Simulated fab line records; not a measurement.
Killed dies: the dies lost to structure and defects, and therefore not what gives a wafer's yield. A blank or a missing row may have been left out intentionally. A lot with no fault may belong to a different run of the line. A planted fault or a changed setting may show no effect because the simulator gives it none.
8D (eight disciplines) problem report, filled in by code / flow nand_harc / the parts of the form that need people (team, actions taken, sign-off) are left out

## 1. THE PROBLEM
At NHARC_A_ONON_D1_THK_MEAS_18, thk_nm averages 1917 nm over 6 wafers from 2 lots, while fault-free wafers read 1003 nm, standard deviation 9.7. That puts it +94 standard deviations away from the usual mean.
The step: measures by ellipsometry.
Seen first at day 9 01:04 on film_metro-01, wafer L871.1. The record holds 36 wafers of 12 lots with a number at this step. The rule behind "out" and "out of limits": a value lying over 4 standard deviations away from the usual mean. All remaining wafers that have a number are taken as sound.

## 2. WHAT IT IS AND WHAT IT IS NOT
question=which readings at this step | is=thk_nm | is not=-
question=which lots | is=L871, L875 | is not=L867, L868, L870, L882, L883, L885, L886, L887, L888, L889
question=which wafers of those lots | is=all that have a number | is not=-
question=read on which gauges | is=film_metro-01 | is not=film_metro-02
question=when | is=from day 9 01:04 | is not=up to then (9 sound wafers); but 21 sound wafers of L882, L883, L885, L886, L887, L888, L889 came after

## 3. THE SUSPECTS, EACH WITH WHAT RULES IT OUT
Counting: a tool at any process step up to the reading remains a suspect when it ran all the lots that are out and ran no sound lot after the first of those.
- the gauge at NHARC_A_ONON_D1_THK_MEAS_18 has been ruled out. All the wafers that are out were read on film_metro-01, but those of them that NHARC_END_SORT_01 has rows for are out there too, on other tools.
- rie_diel-03 at NHARC_P_BONDPAD_STRIP_15 (strips in O2): ruled out as a lasting fault. Sound lots L886, L888, L885, L889 ran on it after its first lot that is out, L871 (day 7 13:48).
- rie_diel-03 at NHARC_P_BONDPAD_ETCH_24 (etches the open film in CF4/N2, target depth 30 nm, time 72.99 s): ruled out as a lasting fault. Sound lots L886, L888, L885, L889 ran on it after its first lot that is out, L871 (day 9 00:34). NHARC_P_BONDPAD_ETCH_24: start missing for some lots; hours and lot order therefore follow NHARC_A_ONON_D1_DEP_16.
- pecvd_onon-04 at NHARC_A_ONON_D1_DEP_16 (target thk 1000 nm): ruled out as a lasting fault. Sound lots L886, L887, L889 ran on it after its first lot that is out, L871 (day 9 00:34).
Left after counting: nothing in the record.

## 4. THE CAUSE (what the simulator had put in)
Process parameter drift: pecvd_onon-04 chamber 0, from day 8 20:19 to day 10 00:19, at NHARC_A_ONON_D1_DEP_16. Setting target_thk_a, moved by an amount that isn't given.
The count ruled it out by mistake, since the rule takes a fault to strike every lot its tool runs from the start of the fault on, and this one did not do so.

## 5. THE EFFECT CHAIN, in route order
One row per reading whose mean, taken over the struck wafers that have a number, lies over 3 standard deviations from the usual. Only readings for which the record gives a usual standard deviation are gone through. hours: the time from each lot's start at the first step in this table that gives one to its start at this step, as a median over the lots. sigmas: the change in usual standard deviations.
hours=0; step=NHARC_A_ONON_D1_THK_MEAS_18; reading=thk_nm; usual=1003 nm; on struck wafers=1917; change=+914; sigmas=+94
hours=264; step=NHARC_END_SORT_01; reading=killed_at_array; usual=31; on struck wafers=675; change=+644; sigmas=+54
hours=264; step=NHARC_END_SORT_01; reading=killed_dies; usual=35; on struck wafers=677; change=+642; sigmas=+54

## 6. WHAT WOULD HAVE CAUGHT IT SOONER
In this record the first reading out of limits at a measuring or inspecting step was taken at day 9 01:04, 5 hours after the fault began at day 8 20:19.
